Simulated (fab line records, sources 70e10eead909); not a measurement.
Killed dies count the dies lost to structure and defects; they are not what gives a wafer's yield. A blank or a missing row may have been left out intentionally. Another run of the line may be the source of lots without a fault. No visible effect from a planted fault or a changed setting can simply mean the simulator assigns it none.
Chamber matching || flow nand_harc || 4 sister chambers for NHARC_A_CONTACT_ETCH_90 on rie_diel-04
The step etches the open film in CH3F/O2, target depth 40 nm, time 85.7 s. 18 wafers are shown with their chamber, then 9 later ones without.

== WAFERS PAIRED WITH THEIR CHAMBERS ==
{"wafer": "L076.1", "chamber": 3, "drypump_motor_current_A (A)": 5.8, "showerhead_plenum_p_Torr (Torr)": 2.41, "rf_vpp_V (V)": 243.3}
{"wafer": "L076.2", "chamber": 2, "drypump_motor_current_A (A)": 5.7, "showerhead_plenum_p_Torr (Torr)": 2.58, "rf_vpp_V (V)": 245.1}
{"wafer": "L076.4", "chamber": 0, "drypump_motor_current_A (A)": 5.1, "showerhead_plenum_p_Torr (Torr)": 2.38, "rf_vpp_V (V)": 244.4}
{"wafer": "L074.1", "chamber": 1, "drypump_motor_current_A (A)": 5.6, "showerhead_plenum_p_Torr (Torr)": 2.36, "rf_vpp_V (V)": 243.2}
{"wafer": "L074.5", "chamber": 1, "drypump_motor_current_A (A)": 5.6, "showerhead_plenum_p_Torr (Torr)": 2.36, "rf_vpp_V (V)": 241.0}
{"wafer": "L074.6", "chamber": 0, "drypump_motor_current_A (A)": 5.1, "showerhead_plenum_p_Torr (Torr)": 2.38, "rf_vpp_V (V)": 244.1}
{"wafer": "L079.1", "chamber": 1, "drypump_motor_current_A (A)": 5.7, "showerhead_plenum_p_Torr (Torr)": 2.36, "rf_vpp_V (V)": 244.3}
{"wafer": "L079.2", "chamber": 3, "drypump_motor_current_A (A)": 5.8, "showerhead_plenum_p_Torr (Torr)": 2.41, "rf_vpp_V (V)": 243.4}
{"wafer": "L079.3", "chamber": 0, "drypump_motor_current_A (A)": 5.1, "showerhead_plenum_p_Torr (Torr)": 2.38, "rf_vpp_V (V)": 242.6}
{"wafer": "L080.2", "chamber": 3, "drypump_motor_current_A (A)": 5.8, "showerhead_plenum_p_Torr (Torr)": 2.41, "rf_vpp_V (V)": 244.3}
{"wafer": "L080.3", "chamber": 1, "drypump_motor_current_A (A)": 5.6, "showerhead_plenum_p_Torr (Torr)": 2.36, "rf_vpp_V (V)": 242.2}
{"wafer": "L080.5", "chamber": 2, "drypump_motor_current_A (A)": 5.7, "showerhead_plenum_p_Torr (Torr)": 2.58, "rf_vpp_V (V)": 245.9}
{"wafer": "L081.3", "chamber": 1, "drypump_motor_current_A (A)": 5.6, "showerhead_plenum_p_Torr (Torr)": 2.35, "rf_vpp_V (V)": 243.0}
{"wafer": "L081.5", "chamber": 2, "drypump_motor_current_A (A)": 5.7, "showerhead_plenum_p_Torr (Torr)": 2.58, "rf_vpp_V (V)": 246.2}
{"wafer": "L081.6", "chamber": 3, "drypump_motor_current_A (A)": 5.8, "showerhead_plenum_p_Torr (Torr)": 2.41, "rf_vpp_V (V)": 244.4}
{"wafer": "L088.1", "chamber": 0, "drypump_motor_current_A (A)": 5.1, "showerhead_plenum_p_Torr (Torr)": 2.37, "rf_vpp_V (V)": 241.9}
{"wafer": "L088.3", "chamber": 2, "drypump_motor_current_A (A)": 5.7, "showerhead_plenum_p_Torr (Torr)": 2.57, "rf_vpp_V (V)": 247.0}
{"wafer": "L088.6", "chamber": 0, "drypump_motor_current_A (A)": 5.1, "showerhead_plenum_p_Torr (Torr)": 2.37, "rf_vpp_V (V)": 243.0}

SIGNATURES, as means of the wafers listed above
{"reading": "drypump_motor_current_A", "chamber 0": 5.100, "chamber 1": 5.620, "chamber 2": 5.700, "chamber 3": 5.800, "scatter within a chamber": 0.0239}
{"reading": "showerhead_plenum_p_Torr", "chamber 0": 2.3760, "chamber 1": 2.3580, "chamber 2": 2.5775, "chamber 3": 2.4100, "scatter within a chamber": 0.00443}
{"reading": "rf_vpp_V", "chamber 0": 243.200, "chamber 1": 242.740, "chamber 2": 246.050, "chamber 3": 243.850, "scatter within a chamber": 0.972}
Rule: for each reading, subtract the chamber's mean from the wafer's reading, divide by that reading's scatter and square the result; add these up over the readings and take the root, which gives the wafer's distance from the chamber. The wafer belongs to the nearest chamber; if the next one is less than 2 further off, it can't be placed. The scatter: take each reading less its chamber's mean, square it, sum over the shown wafers, divide by the number of wafers less the number of chambers, and take the root.

== WAFERS WITH NO CHAMBER GIVEN ==
{"wafer": "L090.2", "drypump_motor_current_A (A)": 5.6, "showerhead_plenum_p_Torr (Torr)": 2.35, "rf_vpp_V (V)": 241.8}
{"wafer": "L090.3", "drypump_motor_current_A (A)": 5.1, "showerhead_plenum_p_Torr (Torr)": 2.37, "rf_vpp_V (V)": 244.0}
{"wafer": "L090.6", "drypump_motor_current_A (A)": 5.1, "showerhead_plenum_p_Torr (Torr)": 2.37, "rf_vpp_V (V)": 243.6}
{"wafer": "L091.3", "drypump_motor_current_A (A)": 5.1, "showerhead_plenum_p_Torr (Torr)": 2.37, "rf_vpp_V (V)": 242.3}
{"wafer": "L091.4", "drypump_motor_current_A (A)": 5.7, "showerhead_plenum_p_Torr (Torr)": 2.57, "rf_vpp_V (V)": 246.1}
{"wafer": "L091.5", "drypump_motor_current_A (A)": 5.8, "showerhead_plenum_p_Torr (Torr)": 2.40, "rf_vpp_V (V)": 244.9}
{"wafer": "L096.2", "drypump_motor_current_A (A)": 5.1, "showerhead_plenum_p_Torr (Torr)": 2.37, "rf_vpp_V (V)": 244.2}
{"wafer": "L096.3", "drypump_motor_current_A (A)": 5.8, "showerhead_plenum_p_Torr (Torr)": 2.40, "rf_vpp_V (V)": 244.5}
{"wafer": "L096.4", "drypump_motor_current_A (A)": 5.6, "showerhead_plenum_p_Torr (Torr)": 2.35, "rf_vpp_V (V)": 241.3}

== EACH ONE'S CHAMBER ==
{"wafer": "L090.2", "from the rows above": 1, "in truth": 1}
{"wafer": "L090.3", "from the rows above": 0, "in truth": 0}
{"wafer": "L090.6", "from the rows above": 0, "in truth": 0}
{"wafer": "L091.3", "from the rows above": 0, "in truth": 0}
{"wafer": "L091.4", "from the rows above": 2, "in truth": 2}
{"wafer": "L091.5", "from the rows above": 3, "in truth": 3}
{"wafer": "L096.2", "from the rows above": 0, "in truth": 0}
{"wafer": "L096.3", "from the rows above": 3, "in truth": 3}
{"wafer": "L096.4", "from the rows above": 1, "in truth": 1}
Correct placement for 9 of the 9. Can't be placed from these rows: 0. Wrongly placed: 0.
